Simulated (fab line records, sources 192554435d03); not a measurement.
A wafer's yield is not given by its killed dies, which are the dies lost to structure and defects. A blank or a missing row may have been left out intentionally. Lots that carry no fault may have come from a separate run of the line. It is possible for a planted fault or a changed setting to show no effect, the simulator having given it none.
Which tool did it? | flow n5Finfet | 30 wafers from 10 lots sampled at 5 of the route's 1938 steps

== WHAT THE GAUGES READ, wafer by wafer ==
N5_PASSIVATION_CD_MEAS_10 targets a cd of 3000 nm.
lot  | measured     | on       | cdNm (nm)
L350 | day 11 16:34 | cdSem-01 | 2998.6 2999.6 2998.0
L353 | day 13 01:44 | cdSem-02 | 2998.1 2999.4 2999.1
L356 | day 13 05:06 | cdSem-02 | 2999.6 2998.2 3000.7
L354 | day 13 21:24 | cdSem-02 | 2998.8 2998.9 2999.8
L357 | day 14 07:58 | cdSem-01 | 3002.4 3000.7 3001.3
L358 | day 14 13:52 | cdSem-01 | 3004.6 3002.4 3000.6
L364 | day 16 04:11 | cdSem-01 | 3000.7 2999.6 3001.8
L365 | day 16 07:24 | cdSem-03 | 2999.6 3000.1 2998.6
L367 | day 16 22:39 | cdSem-01 | 2997.8 2997.0 2996.2
L372 | day 18 11:44 | cdSem-02 | 3001.5 3000.4 3000.1

N5_PASSIVATION_OVL_MEAS_63.
lot  | measured     | on         | PAD_OVL (nm)
L350 | day 11 19:34 | overlay-01 | 2 2 0
L353 | day 13 05:31 | overlay-01 | -4 -4 -1
L356 | day 13 06:55 | overlay-01 | 3 4 6
L354 | day 13 22:55 | overlay-01 | -10 -8 -7
L357 | day 14 10:19 | overlay-01 | 0 -1 -8
L358 | day 14 15:32 | overlay-01 | 7 4 4
L364 | day 16 08:14 | overlay-01 | 3 2 7
L365 | day 16 09:29 | overlay-02 | 583 576 576
L367 | day 17 00:32 | overlay-01 | 571 575 573
L372 | day 18 13:37 | overlay-01 | 5 3 5

== EACH LOT AND THE TOOL THAT RAN IT (in order: tool; ch and the chambers of the sampled wafers; start) ==
lot  | N5_MIM_BOT_LITHO_DESCUM_10        | N5_MIM_BOT_ETCH_ETCH_03          | N5_PASSIVATION_EXPOSE_27
L350 | rieDiel-01 ch 2,3, day 11 14:58   | rieMetal-02 ch 0,1, day 11 15:07 | krfScanner-02 ch 0, day 11 19:22
L353 | rieDiel-01 ch 0,1,3, day 12 21:55 | rieMetal-02 ch 1, day 12 22:05   | krfScanner-02 ch 0, day 13 05:19
L356 | rieDiel-01 ch 0,1,3, day 13 02:22 | rieMetal-02 ch 0,1, day 13 02:32 | krfScanner-02 ch 0, day 13 06:43
L354 | rieDiel-06 ch 0,1,2, day 13 19:54 | rieMetal-02 ch 0,1, day 13 20:03 | krfScanner-02 ch 0, day 13 22:43
L357 | rieDiel-06 ch 0,1,2, day 14 06:23 | rieMetal-02 ch 0,1, day 14 06:34 | krfScanner-01 ch 0, day 14 10:07
L358 | rieDiel-01 ch 1,2,3, day 14 11:32 | rieMetal-02 ch 0,1, day 14 11:41 | krfScanner-01 ch 0, day 14 15:19
L364 | rieDiel-06 ch 0,3, day 15 23:44   | rieMetal-03 ch 0,1, day 15 23:53 | krfScanner-02 ch 0, day 16 08:01
L365 | rieDiel-02 ch 0,1,2, day 16 00:26 | rieMetal-01 ch 0,1, day 16 00:37 | krfScanner-01 ch 0, day 16 09:17
L367 | rieDiel-02 ch 0,1, day 16 16:49   | rieMetal-03 ch 0,1, day 16 16:58 | krfScanner-01 ch 0, day 17 00:20
L372 | rieDiel-01 ch 1,3, day 18 09:46   | rieMetal-03 ch 0,1, day 18 09:55 | krfScanner-02 ch 0, day 18 13:24
- N5_MIM_BOT_LITHO_DESCUM_10: chemistry O2, time 7.9 s.
- N5_MIM_BOT_ETCH_ETCH_03: etches the open film in Cl2/BCl3, target depth 12 nm.
- N5_PASSIVATION_EXPOSE_27: exposes mask PAD, defocus 0 nm.

== WHAT THE TOOLS THEMSELVES READ (means of the sampled wafers that have a number; where no wafer has one, the mark that the record gives instead) ==
N5_MIM_BOT_LITHO_DESCUM_10.
lot  | tool       | drypumpMotorCurrentA (A) | o2FlowSccm (sccm) | oesProductAu (a.u.) | rfVppV (V) | showerheadPlenumPTorr (Torr) | throttleValvePct (%)
L350 | rieDiel-01 | 6.2                      | 225.3             | 0.88                | 242.7      | 2.04                         | 20.20
L353 | rieDiel-01 | 5.7                      | 225.6             | 0.90                | 242.8      | 2.05                         | 20.40
L356 | rieDiel-01 | 5.7                      | 224.1             | 0.90                | 242.3      | 2.05                         | 20.39
L354 | rieDiel-06 | 5.5                      | 225.3             | 0.78                | 242.9      | 2.10                         | 20.34
L357 | rieDiel-06 | 5.5                      | 224.7             | 0.78                | 242.9      | 2.10                         | 20.35
L358 | rieDiel-01 | 5.9                      | 225.1             | 0.85                | 242.1      | 2.05                         | 20.36
L364 | rieDiel-06 | 5.6                      | 225.2             | 0.81                | 244.6      | 2.21                         | 20.37
L365 | rieDiel-02 | 5.8                      | 224.8             | 0.77                | 242.8      | 2.07                         | 20.28
L367 | rieDiel-02 | 5.9                      | 225.2             | 0.75                | 242.7      | 2.07                         | 20.31
L372 | rieDiel-01 | 6.1                      | 224.5             | 0.83                | 242.4      | 2.03                         | 20.45

N5_MIM_BOT_ETCH_ETCH_03.
lot  | tool        | drypumpMotorCurrentA (A) | mfcCl2Sccm (sccm) | oesProductAu (a.u.) | throttleValvePct (%)
L350 | rieMetal-02 | 5.5                      | 19.99             | 0.87                | 27.5
L353 | rieMetal-02 | 5.9                      | 19.99             | 0.70                | 27.7
L356 | rieMetal-02 | 5.5                      | 20.05             | 0.85                | 27.5
L354 | rieMetal-02 | 5.7                      | 20.00             | 0.78                | 27.7
L357 | rieMetal-02 | 5.5                      | 20.00             | 0.84                | 27.5
L358 | rieMetal-02 | 5.5                      | 19.98             | 0.85                | 27.5
L364 | rieMetal-03 | 5.7                      | 19.99             | 0.82                | 27.3
L365 | rieMetal-01 | 5.8                      | 20.00             | 0.69                | 27.6
L367 | rieMetal-03 | 5.7                      | 19.97             | 0.81                | 27.3
L372 | rieMetal-03 | 6.0                      | 20.07             | 0.76                | 27.6

== THE ANSWER, worked out from the rows above alone ==
Rule: what is usual is taken from the lots themselves. The widest of any qualifying gaps counts: lots, ordered by their means at a reading, are off when they make up no more than a third of the lots, leave a main group of 4 or more, and stand apart from it by 3 or more times the standard deviation of that group's means. Not used: any main group whose means are identical at the precision the tables above print for the reading. Also off: a lot with no number at a reading for which 4 or more lots have one. Any other lot the step has rows for is counted as sound. First the gauges in route order, then the tools' own readings, where a lot's mean is used as printed above. The first step at which some lot is off is used, and at that step the reading that is off furthest; a lot without a number counts as furthest.
Off: L365, L367, at N5_PASSIVATION_OVL_MEAS_63 (PAD_OVL). Mean 1 nm and standard deviation 4.5 in the main group.
If a tool, at a process step before that reading, ran all the lots that are off and no sound lot after the first of them, it fits. Gauges at N5_PASSIVATION_OVL_MEAS_63: tried the same way as those tools. This does not decide it: 2 tools fit, namely rieDiel-02 at N5_MIM_BOT_LITHO_DESCUM_10 and krfScanner-01 at N5_PASSIVATION_EXPOSE_27.

== WHAT THE SIMULATOR PUT IN ==
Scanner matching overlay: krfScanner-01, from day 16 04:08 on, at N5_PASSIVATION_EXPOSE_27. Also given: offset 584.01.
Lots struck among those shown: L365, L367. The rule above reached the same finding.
